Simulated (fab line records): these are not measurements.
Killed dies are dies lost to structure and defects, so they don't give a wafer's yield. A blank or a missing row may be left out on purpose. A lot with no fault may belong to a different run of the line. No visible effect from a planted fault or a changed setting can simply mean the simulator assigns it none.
Chamber matching -- flow n5Finfet -- aldMetal-02 running N5_HKMG_FIN_ALD_71: 4 sister chambers
The step deposits TiN, target thk 1 nm, pulse time 1 s, purge time 3 s. 8 wafers are shown with their chamber, then 7 later ones without.

## WAFERS, EACH WITH ITS CHAMBER
wafer,chamber,heaterPowerW (W),precursorPulseHeightRel
L074.1,0,944,1.016
L074.6,0,949,0.983
L075.1,3,899,1.006
L078.1,2,950,1.011
L078.3,3,901,1.006
L078.6,1,881,0.996
L082.3,2,945,0.979
L082.5,1,909,0.967

## WAFERS WHOSE CHAMBER IS MISSING
wafer,heaterPowerW (W),precursorPulseHeightRel
L082.6,970,0.992
L096.2,894,1.015
L096.3,962,1.029
L096.4,954,0.991
L097.2,966,1.006
L097.4,907,0.997
L097.5,954,1.029

## THE CHAMBER EACH PASSED THROUGH
wafer,from the rows above,in truth
L082.6,can't be placed: 2 or 0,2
L096.2,can't be placed: 3 or 1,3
L096.3,can't be placed: 0 or 2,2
L096.4,can't be placed: 2 or 0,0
L097.2,can't be placed: 2 or 0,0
L097.4,can't be placed: 3 or 1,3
L097.5,can't be placed: 0 or 2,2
0 of 7 placed correctly. Can't be placed from these rows: 7 (the true chamber is among the candidates in 7). 0 placed wrongly.
How it was worked out, from the rows above alone: a wafer's distance from a chamber is the root of the sum, over the readings, of the square of ((its reading less the chamber's mean) divided by the reading's scatter). The wafer belongs to the nearest chamber; if the next one is less than 2 further off, it can't be placed. The mean given for a chamber averages the wafers shown for that chamber. The scatter: take each reading less its chamber's mean, square it, sum over the shown wafers, divide by the number of wafers less the number of chambers, and take the root.
